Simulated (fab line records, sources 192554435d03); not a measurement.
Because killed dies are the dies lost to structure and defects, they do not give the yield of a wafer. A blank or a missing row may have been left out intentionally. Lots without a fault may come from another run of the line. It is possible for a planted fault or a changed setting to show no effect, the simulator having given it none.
Matching of chambers :: flow n5Finfet :: 4 sister chambers for N5_GATE_CUT_SAC_CAP_01 on aldSin-03
The step material SiNx, target thk 24 nm, pulse time 1 s, ald cycles 480. 22 wafers are shown with their chamber, then 11 later ones without.

== WAFERS, EACH WITH ITS CHAMBER ==
wafer: L076.2
chamber: 0
heaterPowerW (W): 738
susceptorTempC (C): 400.07
precursorPulseHeightRel: 1.007

wafer: L076.3
chamber: 3
heaterPowerW (W): 940
susceptorTempC (C): 399.84
precursorPulseHeightRel: 0.989

wafer: L076.5
chamber: 0
heaterPowerW (W): 729
susceptorTempC (C): 400.17
precursorPulseHeightRel: 0.996

wafer: L080.1
chamber: 1
heaterPowerW (W): 905
susceptorTempC (C): 399.79
precursorPulseHeightRel: 0.985

wafer: L080.3
chamber: 3
heaterPowerW (W): 921
susceptorTempC (C): 400.08
precursorPulseHeightRel: 1.009

wafer: L080.4
chamber: 0
heaterPowerW (W): 712
susceptorTempC (C): 399.68
precursorPulseHeightRel: 0.983

wafer: L081.2
chamber: 3
heaterPowerW (W): 916
susceptorTempC (C): 400.48
precursorPulseHeightRel: 1.000

wafer: L081.4
chamber: 1
heaterPowerW (W): 876
susceptorTempC (C): 399.68
precursorPulseHeightRel: 1.023

wafer: L081.6
chamber: 2
heaterPowerW (W): 923
susceptorTempC (C): 400.08
precursorPulseHeightRel: 1.032

wafer: L083.1
chamber: 3
heaterPowerW (W): 919
susceptorTempC (C): 400.30
precursorPulseHeightRel: 0.980

wafer: L083.2
chamber: 1
heaterPowerW (W): 865
susceptorTempC (C): 399.83
precursorPulseHeightRel: 1.009

wafer: L083.5
chamber: 3
heaterPowerW (W): 914
susceptorTempC (C): 400.04
precursorPulseHeightRel: 1.027

wafer: L084.2
chamber: 2
heaterPowerW (W): 957
susceptorTempC (C): 399.94
precursorPulseHeightRel: 0.966

wafer: L084.4
chamber: 0
heaterPowerW (W): 712
susceptorTempC (C): 400.06
precursorPulseHeightRel: 1.012

wafer: L084.5
chamber: 3
heaterPowerW (W): 936
susceptorTempC (C): 399.72
precursorPulseHeightRel: 1.020

wafer: L086.2
chamber: 2
heaterPowerW (W): 933
susceptorTempC (C): 400.19
precursorPulseHeightRel: 1.030

wafer: L086.4
chamber: 3
heaterPowerW (W): 908
susceptorTempC (C): 399.94
precursorPulseHeightRel: 0.988

wafer: L086.5
chamber: 1
heaterPowerW (W): 881
susceptorTempC (C): 399.82
precursorPulseHeightRel: 0.995

wafer: L088.1
chamber: 1
heaterPowerW (W): 881
susceptorTempC (C): 399.97
precursorPulseHeightRel: 0.987

wafer: L088.2
chamber: 0
heaterPowerW (W): 711
susceptorTempC (C): 400.00
precursorPulseHeightRel: 1.001

wafer: L088.5
chamber: 0
heaterPowerW (W): 734
susceptorTempC (C): 400.04
precursorPulseHeightRel: 0.990

wafer: L090.1
chamber: 0
heaterPowerW (W): 726
susceptorTempC (C): 400.40
precursorPulseHeightRel: 0.992

SIGNATURES, as means of the wafers listed above
reading: heaterPowerW
chamber 0: 723.14
chamber 1: 881.60
chamber 2: 937.67
chamber 3: 922.00
scatter within a chamber: 13.1

reading: susceptorTempC
chamber 0: 400.0600
chamber 1: 399.8180
chamber 2: 400.0700
chamber 3: 400.0571
scatter within a chamber: 0.206

reading: precursorPulseHeightRel
chamber 0: 0.99729
chamber 1: 0.99980
chamber 2: 1.00933
chamber 3: 1.00186
scatter within a chamber: 0.0187
Rule: a wafer's distance from a chamber is the root of the sum, over the readings, of the square of ((its reading less the chamber's mean) divided by the reading's scatter). The wafer belongs to the nearest chamber; if the next one is less than 2 further off, it can't be placed. How the scatter is found: for the shown wafers, subtract from each reading the mean of its chamber, square and add these, divide the total by (wafers less chambers), then take the root.

== WAFERS MISSING THEIR CHAMBER ==
wafer: L090.4
heaterPowerW (W): 710
susceptorTempC (C): 400.38
precursorPulseHeightRel: 0.950

wafer: L090.6
heaterPowerW (W): 928
susceptorTempC (C): 399.97
precursorPulseHeightRel: 0.984

wafer: L091.1
heaterPowerW (W): 724
susceptorTempC (C): 399.52
precursorPulseHeightRel: 0.992

wafer: L091.2
heaterPowerW (W): 904
susceptorTempC (C): 400.38
precursorPulseHeightRel: 1.026

wafer: L091.4
heaterPowerW (W): 874
susceptorTempC (C): 400.24
precursorPulseHeightRel: 0.996

wafer: L094.3
heaterPowerW (W): 718
susceptorTempC (C): 399.88
precursorPulseHeightRel: 1.018

wafer: L094.4
heaterPowerW (W): 943
susceptorTempC (C): 399.70
precursorPulseHeightRel: 1.003

wafer: L094.5
heaterPowerW (W): 738
susceptorTempC (C): 399.64
precursorPulseHeightRel: 0.972

wafer: L097.1
heaterPowerW (W): 916
susceptorTempC (C): 400.04
precursorPulseHeightRel: 1.008

wafer: L097.3
heaterPowerW (W): 896
susceptorTempC (C): 400.11
precursorPulseHeightRel: 0.988

wafer: L097.6
heaterPowerW (W): 943
susceptorTempC (C): 399.81
precursorPulseHeightRel: 0.982

== EACH ONE'S CHAMBER ==
wafer: L090.4
from the rows above: 0
in truth: 0

wafer: L090.6
from the rows above: can't be placed: 3 or 2
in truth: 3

wafer: L091.1
from the rows above: 0
in truth: 0

wafer: L091.2
from the rows above: can't be placed: 3 or 2 or 1
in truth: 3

wafer: L091.4
from the rows above: can't be placed: 1 or 3
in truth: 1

wafer: L094.3
from the rows above: 0
in truth: 0

wafer: L094.4
from the rows above: can't be placed: 2 or 3
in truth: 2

wafer: L094.5
from the rows above: 0
in truth: 0

wafer: L097.1
from the rows above: can't be placed: 3 or 2
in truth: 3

wafer: L097.3
from the rows above: can't be placed: 1 or 3 or 2
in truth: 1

wafer: L097.6
from the rows above: can't be placed: 2 or 3
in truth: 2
Correctly placed: 4 of 11. Unplaceable from these rows: 7, with the true chamber sitting among the candidates in 7. 0 placed wrongly.
